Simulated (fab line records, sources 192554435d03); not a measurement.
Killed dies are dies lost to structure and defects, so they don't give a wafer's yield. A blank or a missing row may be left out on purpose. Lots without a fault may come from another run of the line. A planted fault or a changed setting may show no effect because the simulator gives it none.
Split-lot experiment | flow n5_finfet | 7 lots, 21 wafers read, on a route of 1938 steps

THE SPLIT
At N5_BEOL_M3_TRENCH_ETCH_37 (etches SiOC in C4F6/O2, target depth 55.555 nm, time 29.2 s), the setting time_s was moved away from the recipe's 29.2 s on 5 of the 21 wafers read, by +9.7% to +22.1%. The other wafers ran this setting at the recipe's value.

FROM THE SPLIT TO THE READING: what the file shows between them, 2 steps
- N5_BEOL_M3_ETCH_41: etches SiCN in CH3F/O2, target depth 29.9 nm, time 52.5 s
- N5_BEOL_M3_STRIP_97: strips in N2/H2, time 10 s

THE READING
trench_depth_nm, in nm, at N5_BEOL_M3_OCD_MEAS_38. Fault-free wafers of this fab line usually give 55.7 nm, standard deviation 1.1 nm.

wafer  | tool, chamber at the split | time_s as run, s | against the recipe | trench_depth_nm, nm | against lot-mates on the recipe
L075.1 | rie_diel-02, 0             | 35.3             | +20.9%             | 69.4                | +14.3
L075.3 | rie_diel-02, 1             | 29.2             | recipe             | 55.1                | -
L075.6 | rie_diel-02, 1             | 35.3             | +20.9%             | 67.4                | +12.3
L080.2 | rie_diel-02, 1             | 29.2             | recipe             | 54.9                | -
L080.3 | rie_diel-02, 2             | 32.04            | +9.7%              | 63.1                | +6.8
L080.5 | rie_diel-02, 2             | 29.2             | recipe             | 57.8                | -
L085.3 | rie_diel-01, 1             | 29.2             | recipe             | 55.9                | -
L085.5 | rie_diel-01, 3             | 29.2             | recipe             | 54.9                | -
L085.6 | rie_diel-01, 0             | 29.2             | recipe             | 55.3                | -
L084.1 | rie_diel-02, 2             | 29.2             | recipe             | 56.1                | -
L084.5 | rie_diel-02, 2             | 29.2             | recipe             | 55.6                | -
L084.6 | rie_diel-02, 1             | 29.2             | recipe             | 54.4                | -
L089.2 | rie_diel-01, 3             | 35.65            | +22.1%             | 68.3                | +12.7
L089.5 | rie_diel-01, 2             | 29.2             | recipe             | 55.6                | -
L089.6 | rie_diel-01, 3             | 35.65            | +22.1%             | 68.0                | +12.4
L094.1 | rie_diel-01, 3             | 29.2             | recipe             | 56.1                | -
L094.2 | rie_diel-01, 0             | 29.2             | recipe             | 54.9                | -
L094.4 | rie_diel-01, 0             | 29.2             | recipe             | 54.8                | -
L096.1 | rie_diel-03, 1             | 29.2             | recipe             | 53.6                | -
L096.3 | rie_diel-03, 2             | 29.2             | recipe             | 54.9                | -
L096.6 | rie_diel-03, 2             | 29.2             | recipe             | 55.2                | -

THE FIT
A straight line over all 21 wafers: trench_depth_nm changes by +0.609 nm for each +1% of time_s; r = +0.98; the points scatter about the line by 1 nm.
The same after taking each lot's own level away (the mean of its wafers on the recipe; 21 wafers): +0.603 nm for each +1%; r = +0.99; scatter 0.85 nm.
On that fit, the largest move of time_s shifts the reading by 13 nm.
The lots' own levels span 54.57 to 56.35 nm, that is 1.6 times the standard deviation above.
So the lot-to-lot level changes the slope little: the two slopes agree.
Check: with one of the wafers moved furthest among these (+22.1%) left out of the fit, the line predicts +13.6 nm for it against its lot-mates. It came out at +12.7 nm against them.

OTHER SPLITS ON THESE WAFERS
These wafers also went through other splits before the reading. Each is held against what the fit with the lots' levels taken away leaves over:
other split on the same wafers            | wafers away from the commonest value | r with trench_depth_nm (lot level and that fit taken away)
N5_BEOL_M0_CUTY_DESCUM_61 time_s          | 6                                    | +0.41
N5_BEOL_M0_TRENCH_ETCH_107 target_depth_a | 7                                    | +0.10
N5_BEOL_M1_VIA_ETCH_34 bias_w             | 10                                   | +0.12
N5_BEOL_M1_TRENCH_ETCH_37 bias_w          | 6                                    | -0.15
N5_BEOL_M2_ETCH_70 bias_w                 | 4                                    | +0.12

THE WHOLE CHAIN: every reading that the file lists as answering this split, in the file's order
step                      | what it does                                                | reading                                                                   | change (the file's fit)               | r (the file's)
N5_BEOL_M3_TRENCH_ETCH_37 | etches SiOC in C4F6/O2, target depth 55.555 nm, time 29.2 s | etch.depth_nm (the simulator's own value, which no gauge read)            | +0.61 nm for each +1% of the setting  | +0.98
N5_BEOL_M3_TRENCH_ETCH_37 | etches SiOC in C4F6/O2, target depth 55.555 nm, time 29.2 s | BEOL_M3.feature_depth_nm (the simulator's own value, which no gauge read) | +0.609 nm for each +1% of the setting | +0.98
N5_BEOL_M3_OCD_MEAS_38    |                                                             | trench_depth_nm                                                           | +0.608 nm for each +1% of the setting | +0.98

THE FILE'S OWN FIT
trench_depth_nm changes by +0.608 nm for each +1% of time_s, r = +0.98.
